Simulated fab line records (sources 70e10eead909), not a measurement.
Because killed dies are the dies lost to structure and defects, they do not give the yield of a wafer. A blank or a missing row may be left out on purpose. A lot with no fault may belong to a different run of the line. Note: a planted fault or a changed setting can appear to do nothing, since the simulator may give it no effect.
Which tool was responsible? | flow nand harc | 10 lots with 30 wafers sampled at 5 steps, on a route of 1159 steps

== WHAT EACH GAUGE READ, for each wafer ==
NHARC_A_SIN_REMOVE_INSPECT_04.
lot  | measured     | on                | raw defect count
L612 | day 15 00:01 | defect inspect-01 | 399 276 399
L611 | day 15 00:04 | defect inspect-02 | 256 236 314
L619 | day 17 08:48 | defect inspect-01 | 274 600 353
L625 | day 18 09:44 | defect inspect-02 | 275 297 311
L624 | day 18 09:43 | defect inspect-01 | 291 353 285
L626 | day 18 23:52 | defect inspect-01 | 253 427 492
L631 | day 19 23:13 | defect inspect-01 | 296 317 275
L628 | day 19 23:13 | defect inspect-02 | 389 415 366
L629 | day 20 13:46 | defect inspect-01 | 237 227 322
L632 | day 20 18:13 | defect inspect-02 | 445 232 241

== WHICH TOOL RAN EACH LOT (tool, then ch and the chambers of the sampled wafers, then the start) ==
lot  | NHARC_A_SGD_CUT_ETCHBACK_24        | NHARC_A_SGD_CUT_STRIP_28                      | NHARC_A_SLIT_ETCH_24               | NHARC_A_SLIT_ETCH_26
L612 | rie diel-04 ch 1,2, day 14 07:01   | rie diel-04 ch 2,3, day 14 12:02 or earlier   | rie diel-06 ch 0,2, day 14 12:02   | har etch-01 ch 0,1, day 14 15:06
L611 | rie diel-04 ch 0,1,3, day 14 07:07 | rie diel-04 ch 0,1,3, day 14 12:58 or earlier | rie diel-10 ch 0,1,2, day 14 12:58 | har etch-02 ch 0,1, day 14 15:43
L619 | rie diel-08 ch 0,2,3, day 16 18:13 | rie diel-08 ch 0,1,3, day 16 22:57 or earlier | rie diel-06 ch 0,2,3, day 16 22:57 | har etch-01 ch 0, day 17 01:07
L625 | rie diel-01 ch 0,3, day 17 18:50   | rie diel-01 ch 0,1,2, day 17 23:00 or earlier | rie diel-10 ch 1,3, day 17 23:00   | har etch-01 ch 0,1, day 18 02:05
L624 | rie diel-08 ch 1,2,3, day 17 18:51 | rie diel-08 ch 0,1,2, day 17 22:27 or earlier | rie diel-05 ch 0,1,2, day 17 22:27 | har etch-02 ch 0,1, day 18 00:45
L626 | rie diel-01 ch 1,3, day 18 03:24   | rie diel-01 ch 0,3, day 18 07:14 or earlier   | rie diel-05 ch 0,1,2, day 18 07:14 | har etch-02 ch 0,1, day 18 14:56
L631 | rie diel-01 ch 0,2,3, day 19 07:56 | rie diel-01 ch 0,1,2, day 19 12:12 or earlier | rie diel-10 ch 0,1,3, day 19 12:12 | har etch-01 ch 0,1, day 19 14:22
L628 | rie diel-04 ch 0,1,3, day 19 07:58 | rie diel-04 ch 0,2,3, day 19 12:45 or earlier | rie diel-05 ch 1,3, day 19 12:45   | har etch-02 ch 0,1, day 19 14:58
L629 | rie diel-04 ch 0,1, day 19 18:02   | rie diel-04 ch 0,3, day 19 23:53 or earlier   | rie diel-10 ch 0,2,3, day 19 23:53 | har etch-01 ch 0,1, day 20 05:00
L632 | rie diel-04 ch 0,3, day 20 03:36   | rie diel-04 ch 1,2, day 20 07:11 or earlier   | rie diel-10 ch 1,2,3, day 20 07:11 | har etch-01 ch 0,1, day 20 09:24
- NHARC_A_SGD_CUT_ETCHBACK_24: etches the open film in CH3F/O2, target depth 50 nm, time 92.857 s.
- NHARC_A_SGD_CUT_STRIP_28: strips in O2, time 20 s.
- NHARC_A_SLIT_ETCH_24: etches the open film in CF4/CHF3, target depth 121 nm, time 60.5 s.
- NHARC_A_SLIT_ETCH_26: etches the open film in C4F8/O2/Ar, time 90 s, target depth 400 nm.

== THE ANSWER, worked out from the rows above alone ==
Rule: usual is defined by the lots themselves. Put in order of their means at a reading, lots are off if they are a third of the lots or fewer, leave a main group of 4 or more, and stand apart from it by a gap of 3 or more times the standard deviation of the main group's means; of several such gaps the widest counts. Not used: any main group whose means are identical at the precision the tables above print for the reading. Also off: a lot with no number at a reading for which 4 or more lots have one. The other lots that the step has rows for count as sound.
None of the lots is off at any reading shown; this tells nothing.

== WHAT WAS PUT IN BY THE SIMULATOR ==
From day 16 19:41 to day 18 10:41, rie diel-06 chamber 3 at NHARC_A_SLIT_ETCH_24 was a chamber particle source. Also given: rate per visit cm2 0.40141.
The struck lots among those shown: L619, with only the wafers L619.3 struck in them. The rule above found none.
